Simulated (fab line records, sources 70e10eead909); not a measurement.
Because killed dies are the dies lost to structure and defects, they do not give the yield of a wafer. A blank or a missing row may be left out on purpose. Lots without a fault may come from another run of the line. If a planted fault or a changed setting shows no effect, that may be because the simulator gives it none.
Matching of chambers | flow nand harc | 4 sister chambers for NHARC_A_BLC_ETCH_16 on rie diel-03
The step etches the open film in CF4, target depth 39 nm, time 65 s. 16 wafers are shown with their chamber, then 8 later ones without.

== WAFERS PAIRED WITH THEIR CHAMBERS ==
wafer  | chamber | showerhead plenum p Torr (Torr) | oes product au (a.u.) | throttle valve pct (%)
L074.3 | 2       | 1.82                            | 1.008                 | 13.272
L074.4 | 0       | 1.77                            | 1.012                 | 13.288
L074.5 | 3       | 1.79                            | 0.989                 | 13.290
L075.1 | 1       | 1.76                            | 1.007                 | 13.297
L075.3 | 2       | 1.82                            | 1.000                 | 13.288
L075.5 | 3       | 1.79                            | 0.994                 | 13.285
L077.1 | 1       | 1.76                            | 0.998                 | 13.284
L077.2 | 2       | 1.82                            | 0.988                 | 13.291
L077.5 | 3       | 1.79                            | 1.001                 | 13.272
L079.1 | 1       | 1.75                            | 1.010                 | 13.288
L079.3 | 2       | 1.82                            | 0.989                 | 13.278
L079.5 | 3       | 1.79                            | 0.998                 | 13.269
L088.2 | 0       | 1.77                            | 1.018                 | 13.293
L088.3 | 1       | 1.75                            | 1.008                 | 13.275
L088.6 | 1       | 1.75                            | 1.013                 | 13.286
L089.2 | 3       | 1.79                            | 1.000                 | 13.284

SIGNATURES (means of the wafers above)
reading                  | chamber 0 | chamber 1 | chamber 2 | chamber 3 | scatter within a chamber
showerhead plenum p Torr | 1.7700    | 1.7540    | 1.8200    | 1.7900    | 0.00316
oes product au           | 1.01500   | 1.00720   | 0.99625   | 0.99640   | 0.00655
throttle valve pct       | 13.29050  | 13.28600  | 13.28225  | 13.28000  | 0.00827
Rule: for a wafer and a chamber, the distance is found by dividing, reading by reading, the gap between the wafer's reading and the chamber's mean by the reading's scatter, squaring, summing and taking the root. The wafer belongs to the nearest chamber; if the next one is less than 2 further off, it can't be placed. The scatter: take each reading less its chamber's mean, square it, sum over the shown wafers, divide by the number of wafers less the number of chambers, and take the root.

== WAFERS WITHOUT THEIR CHAMBER ==
wafer  | showerhead plenum p Torr (Torr) | oes product au (a.u.) | throttle valve pct (%)
L089.4 | 1.82                            | 0.980                 | 13.293
L089.6 | 1.75                            | 1.004                 | 13.265
L090.1 | 1.77                            | 1.024                 | 13.280
L090.2 | 1.82                            | 0.995                 | 13.285
L090.3 | 1.79                            | 1.011                 | 13.289
L091.3 | 1.75                            | 1.006                 | 13.285
L091.5 | 1.79                            | 1.001                 | 13.278
L091.6 | 1.77                            | 1.022                 | 13.288

== EACH ONE'S CHAMBER ==
wafer  | from the rows above | in truth
L089.4 | 2                   | 2
L089.6 | 1                   | 1
L090.1 | 0                   | 0
L090.2 | 2                   | 2
L090.3 | 3                   | 3
L091.3 | 1                   | 1
L091.5 | 3                   | 3
L091.6 | 0                   | 0
8 of 8 placed correctly. Number that these rows cannot place: 0. Wrongly placed: 0.
